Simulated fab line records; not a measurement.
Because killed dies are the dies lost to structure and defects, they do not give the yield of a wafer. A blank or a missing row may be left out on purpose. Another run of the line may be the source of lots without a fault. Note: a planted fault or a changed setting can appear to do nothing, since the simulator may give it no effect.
Matching of chambers    flow nand harc    rie diel-01 running NHARC_A_BLC_STRIP_21: 4 sister chambers
The step strips in O2. 8 wafers are shown with their chamber, then 10 later ones without.

== WAFERS PAIRED WITH THEIR CHAMBERS ==
wafer   chamber  oes product au (a.u.)  throttle valve pct (%)
L075.4  1        1.007                  17.030
L082.2  2        1.006                  17.040
L082.5  3        0.991                  17.039
L083.2  1        1.007                  17.029
L083.3  3        0.990                  17.044
L083.5  0        0.998                  17.028
L085.2  2        1.010                  17.040
L085.3  0        1.001                  17.042

== WAFERS WITH NO CHAMBER GIVEN ==
wafer   oes product au (a.u.)  throttle valve pct (%)
L085.6  0.996                  17.037
L087.1  0.995                  17.028
L087.3  1.002                  17.030
L087.5  1.006                  17.014
L096.3  1.005                  17.046
L096.5  1.010                  17.043
L096.6  0.981                  17.051
L097.1  1.010                  17.021
L097.5  1.008                  17.037
L097.6  1.003                  17.059

== WHICH CHAMBER EACH ONE RAN IN ==
wafer   from the rows above           in truth
L085.6  can't be placed: 0 or 3       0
L087.1  can't be placed: 0 or 3       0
L087.3  can't be placed: 0 or 1       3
L087.5  1                             1
L096.3  can't be placed: 2 or 1 or 0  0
L096.5  can't be placed: 2 or 1       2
L096.6  3                             3
L097.1  can't be placed: 1 or 2       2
L097.5  can't be placed: 2 or 1       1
L097.6  can't be placed: 2 or 0 or 1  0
Correctly placed: 2 of 10. Unplaceable from these rows: 8, with the true chamber sitting among the candidates in 7. Placed wrongly: 0.
How it was worked out, from the rows above alone: a wafer's distance from a chamber is the root of the sum, over the readings, of the square of ((its reading less the chamber's mean) divided by the reading's scatter). The wafer belongs to the nearest chamber; if the next one is less than 2 further off, it can't be placed. A chamber's mean is the mean of its shown wafers. How the scatter is found: for the shown wafers, subtract from each reading the mean of its chamber, square and add these, divide the total by (wafers less chambers), then take the root.
